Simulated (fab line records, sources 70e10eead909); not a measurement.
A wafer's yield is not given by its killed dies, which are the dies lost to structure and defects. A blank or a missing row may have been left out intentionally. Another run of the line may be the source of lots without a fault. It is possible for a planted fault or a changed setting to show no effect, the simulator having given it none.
A lot that was struck, set against a sound lot -- flow nand-harc -- 14 steps out of a route of 1159
Sound: these wafers, L308.1, L308.3, L308.4. The struck wafers were L315.1, L315.2, L315.6. Last of all comes the cause.
For every step that has rows: the tool of each side, followed by ch and its chambers, followed by its first start. Under that, the readings that differ: sound wafers -- struck wafers -- difference of the means -- sigmas: that difference in standard deviations of wafers without a fault.
alike: same words and numbers on both sides, and readings whose means sit less than 2 such deviations apart. not compared: any withheld reading, any reading some wafer has no value for, any bound like >300 that may hide the same value, and any number with overlapping values for which the record gives no deviation.
Wherever a step has rows on one side only, a row that says differs or no value, or a row with sigmas, the two part there. Numbers that don't overlap but have no deviation are shown without sigmas and don't part them. Lack of a reading on every wafer of one side parts them only where that side has two or more wafers.

NHARC_A_SLIT_ETCH_26: etches the open film in C4F8/O2/Ar, time 90 s, target depth 400 nm.
  sound on har-etch-02 ch 0,1, day 15 18:56; struck on har-etch-02 ch 0,1, day 17 20:29
  alike: drypump-motor-current-A, showerhead-plenum-p-Torr, throttle-valve-pct
  not compared: rf-hours-counter-h
then, 1 step without rows for these wafers: NHARC_A_SLIT_STRIP_28 (strips in O2/COS).
NHARC_A_SLIT_ETCH_29: etches the open film in CF4/O2, target depth 100 nm, overetch 10 nm, time 55 s.
  sound on rie-diel-01 ch 0,1,3, day 15 19:33; struck on rie-diel-04 ch 0,1,2, day 17 21:07
  alike: drypump-motor-current-A, oes-product-au, rf-vpp-V, showerhead-plenum-p-Torr, throttle-valve-pct
  not compared: rf-hours-counter-h
NHARC_A_SLIT_STRIP_18: strips in O2.
  sound on rie-diel-01 ch 0,1,2; struck on rie-diel-04 ch 0,1
  alike: drypump-motor-current-A, oes-product-au, rf-vpp-V, showerhead-plenum-p-Torr, throttle-valve-pct
  not compared: rf-hours-counter-h
then, 2 steps without rows for these wafers: NHARC_A_SLIT_PRECLEAN_19 (cleans in SC1); NHARC_A_SLIT_SRD_20.
NHARC_A_SLIT_CD_MEAS_21:
  sound on cd-sem-01 at day 15 20:05; struck on cd-sem-03 at day 17 21:38
  alike: cd-nm
then, 3 steps without rows for these wafers: NHARC_A_SIN_REMOVE_WET_00 (chemistry H3PO4, time 15300 s); NHARC_A_SIN_REMOVE_PRECLEAN_01 (cleans in SC1); NHARC_A_SIN_REMOVE_SRD_02.
NHARC_A_SIN_REMOVE_INSPECT_04:
  sound on defect-inspect-01 at day 16 03:42; struck on defect-inspect-01 at day 18 03:22
  alike: raw-defect-count
NHARC_A_WL_FILL_ALD_00: deposits Al2O3, target thk 3 nm, pulse time 3 s, ald cycles 30.
  sound on ald-hk-03 ch 0,1,3, day 16 03:46; struck on ald-hk-02 ch 0,2, day 18 03:25
reading,sound,struck,difference,sigmas
ald-cycles,30 30 30,24 24 24,-6,
  alike: heater-power-w, precursor-pulse-height-rel, susceptor-temp-C
NHARC_A_WL_FILL_RTA_01: time 5 s.
  sound on rtp-anneal-02 ch 0, day 16 04:11; struck on rtp-anneal-01 ch 0, day 18 04:05
reading,sound,struck,difference,sigmas
lamp-power-pct (%),36 36 36,27 27 27,-9,-2
  alike: wafer_temp_C_max
next, for these wafers, 1 step has no rows: NHARC_END_SORT_01.

## WHERE THEY PART
NHARC_A_WL_FILL_RTA_01 only, going by this record.

WHY: the cause the simulator had injected
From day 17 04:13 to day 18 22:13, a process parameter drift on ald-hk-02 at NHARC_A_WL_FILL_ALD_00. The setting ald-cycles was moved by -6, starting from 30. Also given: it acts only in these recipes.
